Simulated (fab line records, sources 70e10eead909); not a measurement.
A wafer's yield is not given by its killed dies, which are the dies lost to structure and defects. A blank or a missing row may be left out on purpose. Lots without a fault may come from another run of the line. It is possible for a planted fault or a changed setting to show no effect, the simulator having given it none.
Chamber matching -- flow nandHarc -- NHARC_A_STAIRCASE_DESCUM_219 on rieDiel-04: 4 sister chambers
The step chemistry O2, time 3 s. 8 wafers are shown with their chamber, then 9 later ones without.

WAFERS PAIRED WITH THEIR CHAMBERS
wafer,chamber,drypumpMotorCurrentA (A),showerheadPlenumPTorr (Torr)
L077.2,3,6.4,1.87
L086.1,1,5.3,2.03
L086.3,2,5.7,1.94
L084.2,2,5.6,1.94
L084.4,0,5.2,1.94
L088.4,3,6.4,1.86
L088.5,1,5.3,2.02
L088.6,0,5.2,1.93

WAFERS MISSING THEIR CHAMBER
wafer,drypumpMotorCurrentA (A),showerheadPlenumPTorr (Torr)
L090.1,5.2,2.02
L090.3,6.4,1.85
L090.6,6.4,1.85
L090.2,5.6,1.94
L090.4,5.2,1.93
L090.5,5.2,1.93
L094.2,6.4,1.85
L094.3,5.2,2.02
L094.4,5.6,1.93

CHAMBER TAKEN BY EACH
wafer,from the rows above,in truth
L090.1,1,1
L090.3,3,3
L090.6,3,3
L090.2,2,2
L090.4,0,0
L090.5,0,0
L094.2,3,3
L094.3,1,1
L094.4,2,2
Correct placement for 9 of the 9. Not placeable from these rows: 0. Placed wrongly: 0.
How it was worked out, from the rows above alone: a wafer's distance from a chamber is the root of the sum, over the readings, of the square of ((its reading less the chamber's mean) divided by the reading's scatter). The wafer belongs to the nearest chamber; if the next one is less than 2 further off, it can't be placed. The mean given for a chamber averages the wafers shown for that chamber. The scatter is the square root of a quotient: the sum, over the shown wafers, of each reading's squared deviation from its chamber's mean, divided by wafers minus chambers.
